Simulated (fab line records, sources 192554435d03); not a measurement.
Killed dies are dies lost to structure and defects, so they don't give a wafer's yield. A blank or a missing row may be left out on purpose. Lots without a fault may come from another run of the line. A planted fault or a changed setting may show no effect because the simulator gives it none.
Chamber matching | flow n5_finfet | N5_BEOL_M14_ETCH_67 on rie_diel-04: 4 sister chambers
The step etches SiARC in CF4, target depth 143 nm, time 238.3 s. 20 wafers are shown with their chamber, then 10 later ones without.

WAFERS WITH THEIR CHAMBER
wafer  | chamber | throttle_valve_pct (%) | showerhead_plenum_p_Torr (Torr) | etch_rf_on_time_s (s)
L074.1 | 2       | 15.62                  | 2.24                            | 239
L074.4 | 1       | 15.31                  | 2.17                            | 243
L074.6 | 1       | 15.32                  | 2.17                            | 241
L078.2 | 2       | 15.65                  | 2.24                            | 238
L078.3 | 3       | 15.10                  | 2.29                            | 223
L078.5 | 3       | 15.10                  | 2.28                            | 224
L076.1 | 1       | 15.32                  | 2.17                            | 242
L076.3 | 2       | 15.64                  | 2.24                            | 237
L076.6 | 3       | 15.10                  | 2.28                            | 224
L081.1 | 2       | 15.64                  | 2.24                            | 237
L081.2 | 3       | 15.12                  | 2.28                            | 227
L081.4 | 0       | 15.62                  | 2.22                            | 247
L079.1 | 3       | 15.11                  | 2.28                            | 226
L079.5 | 3       | 15.11                  | 2.28                            | 223
L079.6 | 2       | 15.63                  | 2.24                            | 234
L085.1 | 0       | 15.64                  | 2.22                            | 247
L085.3 | 2       | 15.67                  | 2.23                            | 238
L085.5 | 1       | 15.35                  | 2.16                            | 243
L088.1 | 0       | 15.66                  | 2.21                            | 252
L088.4 | 1       | 15.37                  | 2.16                            | 240

SIGNATURES (means of the wafers above)
reading                  | chamber 0 | chamber 1 | chamber 2 | chamber 3 | scatter within a chamber
throttle_valve_pct       | 15.6400   | 15.3340   | 15.6417   | 15.1067   | 0.0179
showerhead_plenum_p_Torr | 2.2167    | 2.1660    | 2.2383    | 2.2817    | 0.0047
etch_rf_on_time_s        | 248.67    | 241.80    | 237.17    | 224.50    | 1.8
Rule: a wafer's distance from a chamber is the root of the sum, over the readings, of the square of ((its reading less the chamber's mean) divided by the reading's scatter). The wafer belongs to the nearest chamber; if the next one is less than 2 further off, it can't be placed. The scatter: the root of (the sum of the squares of (reading less its chamber's mean) over the shown wafers, divided by (wafers less chambers)).

WAFERS WITHOUT THEIR CHAMBER
wafer  | throttle_valve_pct (%) | showerhead_plenum_p_Torr (Torr) | etch_rf_on_time_s (s)
L088.5 | 15.69                  | 2.23                            | 239
L089.1 | 15.67                  | 2.21                            | 250
L089.4 | 15.14                  | 2.28                            | 225
L089.6 | 15.15                  | 2.28                            | 224
L094.2 | 15.69                  | 2.21                            | 249
L094.3 | 15.40                  | 2.16                            | 242
L094.6 | 15.68                  | 2.21                            | 251
L095.2 | 15.17                  | 2.27                            | 227
L095.5 | 15.15                  | 2.27                            | 226
L095.6 | 15.71                  | 2.23                            | 244

WHICH CHAMBER EACH WENT THROUGH
wafer  | from the rows above     | in truth
L088.5 | 2                       | 2
L089.1 | 0                       | 0
L089.4 | 3                       | 3
L089.6 | 3                       | 3
L094.2 | 0                       | 0
L094.3 | 1                       | 1
L094.6 | 0                       | 0
L095.2 | 3                       | 3
L095.5 | 3                       | 3
L095.6 | can't be placed: 0 or 2 | 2
Placed correctly: 9 of 10. Can't be placed from these rows: 1 (the true chamber is among the candidates in 1). Placed wrongly: 0.
